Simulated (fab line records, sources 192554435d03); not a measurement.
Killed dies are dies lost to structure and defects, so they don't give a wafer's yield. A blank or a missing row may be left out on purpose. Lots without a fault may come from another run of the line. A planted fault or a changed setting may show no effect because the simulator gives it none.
Split-lot experiment | flow n5_finfet | 7 lots, 39 wafers read, on a route of 1938 steps

THE SPLIT
At N5_PMOS_HMC_CHANNEL_EPI_HM_DEP_34 (deposits SiO2 from TEOS/O2, target thk 36 nm, time 6.9 s), the setting time_s was moved away from the recipe's 6.9 s on 12 of the 39 wafers read, by -19.0% to +47.5%. The other wafers ran this setting at the recipe's value.

The reading is taken at the split's own step.

THE READING
SiO2_of_PMOS_HMC_CHANNEL_EPI_HM_DEP_34.thk_nm (the simulator's own value, which no gauge read), in nm, at N5_PMOS_HMC_CHANNEL_EPI_HM_DEP_34 (deposits SiO2 from TEOS/O2, target thk 36 nm, time 6.9 s). The file gives no usual value for it. The 27 wafers here that ran the recipe average 36.12 nm, standard deviation 0.71 nm.

wafer  | tool, chamber at the split | time_s as run, s | against the recipe | SiO2_of_PMOS_HMC_CHANNEL_EPI_HM_DEP_34.thk_nm, nm | against lot-mates on the recipe
L077.1 | pecvd-03, 1                | 9.974            | +44.6%             | 51.43                                             | +14.60
L077.2 | pecvd-03, 0                | 6.9              | recipe             | 36.35                                             | -
L077.3 | pecvd-03, 0                | 6.9              | recipe             | 36.78                                             | -
L077.4 | pecvd-03, 1                | 9.974            | +44.6%             | 52.03                                             | +15.20
L077.5 | pecvd-03, 1                | 6.9              | recipe             | 37.36                                             | -
L077.6 | pecvd-03, 0                | 9.974            | +44.6%             | 52.08                                             | +15.25
L079.1 | pecvd-01, 1                | 6.9              | recipe             | 35.96                                             | -
L079.2 | pecvd-01, 0                | 10.18            | +47.5%             | 51.9                                              | +15.96
L079.3 | pecvd-01, 1                | 10.18            | +47.5%             | 52.57                                             | +16.63
L079.4 | pecvd-01, 0                | 10.18            | +47.5%             | 52.19                                             | +16.25
L079.5 | pecvd-01, 1                | 6.9              | recipe             | 36.3                                              | -
L079.6 | pecvd-01, 0                | 6.9              | recipe             | 35.55                                             | -
L082.1 | pecvd-02, 2                | 6.9              | recipe             | 36.22                                             | -
L082.2 | pecvd-02, 1                | 6.9              | recipe             | 35.14                                             | -
L082.3 | pecvd-02, 0                | 5.586            | -19.0%             | 29.05                                             | -6.82
L082.4 | pecvd-02, 1                | 6.9              | recipe             | 36.25                                             | -
L082.5 | pecvd-02, 0                | 5.586            | -19.0%             | 29.4                                              | -6.47
L082.6 | pecvd-02, 2                | 5.586            | -19.0%             | 30.03                                             | -5.84
L089.1 | pecvd-02, 2                | 6.9              | recipe             | 36.93                                             | -
L089.2 | pecvd-02, 0                | 6.9              | recipe             | 35.54                                             | -
L089.3 | pecvd-02, 1                | 6.9              | recipe             | 36.08                                             | -
L089.4 | pecvd-02, 2                | 6.9              | recipe             | 37.17                                             | -
L089.5 | pecvd-02, 0                | 6.9              | recipe             | 36.1                                              | -
L089.6 | pecvd-02, 1                | 6.9              | recipe             | 36.35                                             | -
L093.1 | pecvd-03, 2                | 8.163            | +18.3%             | 42.03                                             | +6.12
L093.2 | pecvd-03, 0                | 8.163            | +18.3%             | 42.09                                             | +6.18
L093.3 | pecvd-03, 1                | 6.9              | recipe             | 35.47                                             | -
L093.4 | pecvd-03, 1                | 6.9              | recipe             | 36.14                                             | -
L093.5 | pecvd-03, 0                | 6.9              | recipe             | 36.11                                             | -
L093.6 | pecvd-03, 2                | 8.163            | +18.3%             | 42.62                                             | +6.71
L094.4 | pecvd-02, 1                | 6.9              | recipe             | 36.77                                             | -
L094.5 | pecvd-02, 0                | 6.9              | recipe             | 36.84                                             | -
L094.6 | pecvd-02, 2                | 6.9              | recipe             | 37.75                                             | -
L097.1 | pecvd-01, 2                | 6.9              | recipe             | 34.93                                             | -
L097.2 | pecvd-01, 0,1              | 6.9              | recipe             | 35.27                                             | -
L097.3 | pecvd-01, 0,1              | 6.9              | recipe             | 35.27                                             | -
L097.4 | pecvd-01, 2                | 6.9              | recipe             | 35.36                                             | -
L097.5 | pecvd-01, 1                | 6.9              | recipe             | 35.78                                             | -
L097.6 | pecvd-01, 0                | 6.9              | recipe             | 35.56                                             | -
Where a row lists several chambers, the file gives one row for several wafers and doesn't say which wafer went through which chamber.

THE FIT
A straight line over all 39 wafers: SiO2_of_PMOS_HMC_CHANNEL_EPI_HM_DEP_34.thk_nm changes by +0.345 nm for each +1% of time_s; r = +1.00; the points scatter about the line by 0.64 nm.
The same after taking each lot's own level away (the mean of its wafers on the recipe; 39 wafers): +0.34 nm for each +1%; r = +1.00; scatter 0.4 nm.
On that fit, the largest move of time_s shifts the reading by 16 nm.
The lots' own levels span 35.362 to 37.120 nm, that is 2.5 times the standard deviation above.
So the lot-to-lot level changes the slope little: the two slopes agree.
Check: with one of the wafers moved furthest among these (+47.5%) left out of the fit, the line predicts +16.2 nm for it against its lot-mates. It came out at +16 nm against them.

THE FILE'S OWN FIT
SiO2_of_PMOS_HMC_CHANNEL_EPI_HM_DEP_34.thk_nm changes by +0.34 nm for each +1% of time_s, r = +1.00.
